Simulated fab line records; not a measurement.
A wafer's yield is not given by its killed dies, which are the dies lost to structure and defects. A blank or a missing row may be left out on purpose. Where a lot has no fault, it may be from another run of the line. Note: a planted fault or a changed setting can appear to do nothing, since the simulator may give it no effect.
Which tool was responsible? | flow nand_harc | 12 lots with 36 wafers sampled at 5 steps, on a route of 1159 steps

== WHAT THE GAUGES SHOWED, per wafer ==
NHARC_END_SORT_01. Usual: killed_at_array 27, standard deviation 10; killed_at_other 0.6, standard deviation 0.83; killed_at_periphery 2.4, standard deviation 1.8; killed_dies 30, standard deviation 10; killed_open 3.3, standard deviation 1.7; killed_short 1.8, standard deviation 1.4.
lot  | measured     | on        | killed_at_array | killed_at_other | killed_at_periphery | killed_dies | killed_open | killed_short | flag
L226 | day 21 06:29 | prober-02 | 672 673 675     | 1 1 0           | 4 1 1               | 677 675 676 | 3 2 4       | 4 5 1        | OFF
L228 | day 21 21:18 | prober-02 | 668 676 675     | 0 0 0           | 5 1 2               | 673 677 677 | 5 4 6       | 2 3 5        | OFF
L233 | day 22 18:08 | prober-02 | 26 29 26        | 0 0 0           | 4 3 3               | 30 32 29    | 3 3 1       | 2 2 2        |
L235 | day 23 15:56 | prober-01 | 20 16 21        | 0 2 1           | 1 2 3               | 21 20 25    | 2 5 3       | 0 1 4        |
L238 | day 24 19:37 | prober-01 | 17 20 19        | 4 2 0           | 2 3 3               | 23 25 22    | 8 4 6       | 2 1 1        |
L239 | day 25 03:20 | prober-02 | 22 16 25        | 1 1 2           | 7 12 3              | 30 29 30    | 6 3 3       | 1 1 2        |
L240 | day 24 18:47 | prober-02 | 46 46 32        | 1 0 0           | 7 6 7               | 54 52 39    | 7 1 2       | 2 5 0        |
L241 | day 25 11:56 | prober-02 | 34 27 30        | 1 1 2           | 1 1 4               | 36 29 36    | 5 3 2       | 0 2 1        |

== WHAT TOOL EACH LOT RAN ON (gives the tool, then ch and the chambers of the sampled wafers, and finally the start) ==
lot  | NHARC_A_STAIRCASE_TRIM_191                    | NHARC_A_STAIRCASE_TRIM_196         | NHARC_A_STAIRCASE_ETCH_201                    | NHARC_A_STAIRCASE_ETCH_203
L219 | rie_diel-11 ch 0,1, day 10 21:57 or earlier   | rie_diel-10 ch 1,3, day 10 21:57   | rie_diel-10 ch 1,2,3, day 10 23:11 or earlier | rie_diel-10 ch 1,3, day 10 23:11
L218 | rie_diel-13 ch 1,2,3, day 10 23:36 or earlier | rie_diel-11 ch 0,3, day 10 23:36   | rie_diel-11 ch 0,1, day 11 00:51 or earlier   | rie_diel-11 ch 0,1, day 11 00:51
L220 | rie_diel-13 ch 1,2, day 11 18:56 or earlier   | rie_diel-11 ch 0,2,3, day 11 18:56 | rie_diel-11 ch 0,2, day 11 19:56 or earlier   | rie_diel-11 ch 1,2,3, day 11 19:56
L222 | rie_diel-10 ch 1,3, day 11 23:40 or earlier   | rie_diel-10 ch 2,3, day 11 23:40   | rie_diel-10 ch 0,2,3, day 12 00:38 or earlier | rie_diel-10 ch 0,2, day 12 00:38
L226 | rie_diel-11 ch 0,1,3, day 12 22:45 or earlier | rie_diel-10 ch 0,2,3, day 12 22:45 | rie_diel-10 ch 0,1,3, day 12 23:41 or earlier | rie_diel-10 ch 1,2, day 12 23:41
L228 | rie_diel-13 ch 0,1,2, day 13 10:16 or earlier | rie_diel-10 ch 0,2,3, day 13 10:16 | rie_diel-10 ch 0,1,3, day 13 12:43 or earlier | rie_diel-10 ch 1,2,3, day 13 12:43
L233 | rie_diel-13 ch 0,2,3, day 14 19:24 or earlier | rie_diel-13 ch 0,2, day 14 19:24   | rie_diel-13 ch 0,2,3, day 14 20:26 or earlier | rie_diel-13 ch 2,3, day 14 20:26
L235 | rie_diel-13 ch 0,2,3, day 15 09:37 or earlier | rie_diel-13 ch 0,1, day 15 09:37   | rie_diel-13 ch 1,2, day 15 12:04 or earlier   | rie_diel-13 ch 0,1,2, day 15 12:04
L238 | rie_diel-10 ch 0,1,2, day 16 13:43 or earlier | rie_diel-10 ch 1,2, day 16 13:43   | rie_diel-10 ch 0,1,2, day 16 15:20 or earlier | rie_diel-10 ch 0,1, day 16 15:20
L239 | rie_diel-13 ch 0,1,3, day 16 21:38 or earlier | rie_diel-11 ch 1,2,3, day 16 21:38 | rie_diel-11 ch 1,2,3, day 16 22:35 or earlier | rie_diel-11 ch 0,2,3, day 16 22:35
L240 | rie_diel-13 ch 0,2,3, day 16 21:41 or earlier | rie_diel-13 ch 0,1,2, day 16 21:41 | rie_diel-13 ch 0,1,3, day 16 23:08 or earlier | rie_diel-13 ch 1,2,3, day 16 23:08
L241 | rie_diel-10 ch 2,3, day 17 09:40 or earlier   | rie_diel-10 ch 0,1,3, day 17 09:40 | rie_diel-10 ch 1,2,3, day 17 10:35 or earlier | rie_diel-10 ch 1,2,3, day 17 10:35
- NHARC_A_STAIRCASE_TRIM_191: chemistry O2, time 211.2 s.
- NHARC_A_STAIRCASE_TRIM_196: chemistry O2, time 211.2 s.
- NHARC_A_STAIRCASE_ETCH_201: etches the open film in C4F8/O2, target depth 100 nm, time 40.5 s.
- NHARC_A_STAIRCASE_ETCH_203: etches the open film in C4F8/O2, target depth 100 nm, time 40.5 s.

== WHAT THE TOOLS THEMSELVES READ (means of the sampled wafers that have a number; where no wafer has one, the mark that the record gives instead) ==
NHARC_A_STAIRCASE_TRIM_191. Usual: drypump_motor_current_A 5.7 A, standard deviation 0.46; oes_product_au 1.004 a.u., standard deviation 0.017; rf_vpp_V 57.7 V, standard deviation 0.91; showerhead_plenum_p_Torr 3.52 Torr, standard deviation 0.17; throttle_valve_pct 17.038 %, standard deviation 0.0095.
lot  | tool        | drypump_motor_current_A (A) | oes_product_au (a.u.) | rf_vpp_V (V) | showerhead_plenum_p_Torr (Torr) | throttle_valve_pct (%) | flag
L219 | rie_diel-11 | 5.5                         | 0.986                 | 58.3         | 3.42                            | 17.040                 |
L218 | rie_diel-13 | 5.3                         | 1.003                 | 58.1         | 3.49                            | 17.038                 |
L220 | rie_diel-13 | 5.5                         | 1.007                 | 57.7         | 3.52                            | 17.034                 |
L222 | rie_diel-10 | 6.2                         | 1.006                 | 57.4         | 3.39                            | 17.044                 |
L226 | rie_diel-11 | 5.7                         | 0.993                 | 57.1         | 3.46                            | 17.039                 |
L228 | rie_diel-13 | 5.5                         | 1.004                 | 58.2         | 3.64                            | 17.039                 |
L233 | rie_diel-13 | 5.3                         | 1.017                 | 57.4         | 3.60                            | 17.037                 |
L235 | rie_diel-13 | 5.2                         | 1.006                 | 58.7         | 3.60                            | 17.048                 |
L238 | rie_diel-10 | 6.1                         | 1.015                 | 57.5         | 3.64                            | 17.045                 |
L239 | rie_diel-13 | 5.2                         | 1.015                 | 58.0         | 3.51                            | 17.038                 |
L240 | rie_diel-13 | 5.2                         | 1.004                 | 57.4         | 3.59                            | 17.033                 |
L241 | rie_diel-10 | 5.9                         | 1.028                 | 57.1         | 3.53                            | 17.039                 |

NHARC_A_STAIRCASE_TRIM_196. Usual: drypump_motor_current_A 5.8 A, standard deviation 0.45; oes_product_au 1.000 a.u., standard deviation 0.013; rf_vpp_V 57.7 V, standard deviation 0.92; showerhead_plenum_p_Torr 3.51 Torr, standard deviation 0.15; throttle_valve_pct 17.035 %, standard deviation 0.01.
lot  | tool        | drypump_motor_current_A (A) | oes_product_au (a.u.) | rf_vpp_V (V) | showerhead_plenum_p_Torr (Torr) | throttle_valve_pct (%) | flag
L219 | rie_diel-10 | 6.2                         | 0.999                 | 57.1         | 3.40                            | 17.037                 |
L218 | rie_diel-11 | 6.0                         | 1.007                 | 58.0         | 3.52                            | 17.033                 |
L220 | rie_diel-11 | 6.2                         | 0.989                 | 56.8         | 3.55                            | 17.045                 |
L222 | rie_diel-10 | 5.7                         | 1.010                 | 58.0         | 3.49                            | 17.042                 |
L226 | rie_diel-10 | 6.0                         | 1.001                 | 58.1         | 3.59                            | 17.035                 |
L228 | rie_diel-10 | 6.0                         | 1.005                 | 57.3         | 3.58                            | 17.033                 |
L233 | rie_diel-13 | 5.4                         | 1.007                 | 58.2         | 3.72                            | 17.043                 |
L235 | rie_diel-13 | 5.5                         | 1.001                 | 58.5         | 3.55                            | 17.033                 |
L238 | rie_diel-10 | 5.8                         | 0.994                 | 57.9         | 3.54                            | 17.035                 |
L239 | rie_diel-11 | 5.9                         | 1.006                 | 57.2         | 3.44                            | 17.042                 |
L240 | rie_diel-13 | 5.4                         | 1.001                 | 57.3         | 3.62                            | 17.028                 |
L241 | rie_diel-10 | 6.2                         | 1.006                 | 58.5         | 3.70                            | 17.039                 |

NHARC_A_STAIRCASE_ETCH_201. Usual: oes_product_au 0.940 a.u., standard deviation 0.012; rf_vpp_V 895 V, standard deviation 5.9; run_length_s 61.9 s, standard deviation 0.46.
lot  | tool        | oes_product_au (a.u.) | rf_vpp_V (V) | run_length_s (s) | flag
L219 | rie_diel-10 | 0.937                 | 893          | 61.7             |
L218 | rie_diel-11 | 0.941                 | 894          | 62.4             |
L220 | rie_diel-11 | 0.931                 | 898          | 61.7             |
L222 | rie_diel-10 | 0.952                 | 899          | 61.5             |
L226 | rie_diel-10 | 0.936                 | 896          | 61.7             |
L228 | rie_diel-10 | 0.938                 | 895          | 61.7             |
L233 | rie_diel-13 | 0.936                 | 899          | 62.3             |
L235 | rie_diel-13 | 0.920                 | 894          | 61.9             |
L238 | rie_diel-10 | 0.926                 | 900          | 61.6             |
L239 | rie_diel-11 | 0.936                 | 893          | 61.9             |
L240 | rie_diel-13 | 0.942                 | 895          | 62.1             |
L241 | rie_diel-10 | 0.948                 | 899          | 62.0             |

NHARC_A_STAIRCASE_ETCH_203. Usual: oes_product_au 0.940 a.u., standard deviation 0.015; rf_vpp_V 895 V, standard deviation 5.8; run_length_s 61.9 s, standard deviation 0.47.
lot  | tool        | oes_product_au (a.u.) | rf_vpp_V (V) | run_length_s (s) | flag
L219 | rie_diel-10 | 0.933                 | 895          | 61.7             |
L218 | rie_diel-11 | 0.924                 | 894          | 62.3             |
L220 | rie_diel-11 | 0.949                 | 894          | 61.8             |
L222 | rie_diel-10 | 0.947                 | 895          | 61.4             |
L226 | rie_diel-10 | 0.932                 | 888          | 74.3             | OFF
L228 | rie_diel-10 | 0.942                 | 892          | 74.2             | OFF
L233 | rie_diel-13 | 0.953                 | 897          | 62.2             |
L235 | rie_diel-13 | 0.941                 | 900          | 62.0             |
L238 | rie_diel-10 | 0.935                 | 905          | 61.7             |
L239 | rie_diel-11 | 0.937                 | 896          | 61.7             |
L240 | rie_diel-13 | 0.925                 | 894          | 62.1             |
L241 | rie_diel-10 | 0.936                 | 899          | 61.6             |

== THE ANSWER, worked out from the rows above alone ==
Rule: take the mean of a lot's wafers that have a number; if it is more than 3 standard deviations from the usual mean, the lot is off. A lot without any number at a reading at which 4 lots or more have one is off too. All remaining lots with rows at the step are treated as sound. First the gauges in route order, then the tools' own readings, where a lot's mean is used as printed above. At the first step where some lot is off, the reading lying furthest off is the one used; lots without a number count as furthest.
Off, at NHARC_END_SORT_01 on killed_at_array: L226, L228. Neither off nor sound, because the step has no rows for them: L219, L218, L220, L222.
A tool fits if, at a process step before that reading, it ran every lot that is off, and no sound lot after the first of them. Not tried: the gauges at NHARC_END_SORT_01; whatever is off there is also off at NHARC_A_STAIRCASE_ETCH_203, on other tools, and gauge error can't account for it. NHARC_A_STAIRCASE_TRIM_191 gives no start for some lots, so the hours and the order of its lots are those of NHARC_A_STAIRCASE_TRIM_196. NHARC_A_STAIRCASE_ETCH_201 gives no start for some lots, so the hours and the order of its lots are those of NHARC_A_STAIRCASE_ETCH_203. Not one of the candidates tried fits.

== WHAT THE SIMULATOR HAD INSERTED ==
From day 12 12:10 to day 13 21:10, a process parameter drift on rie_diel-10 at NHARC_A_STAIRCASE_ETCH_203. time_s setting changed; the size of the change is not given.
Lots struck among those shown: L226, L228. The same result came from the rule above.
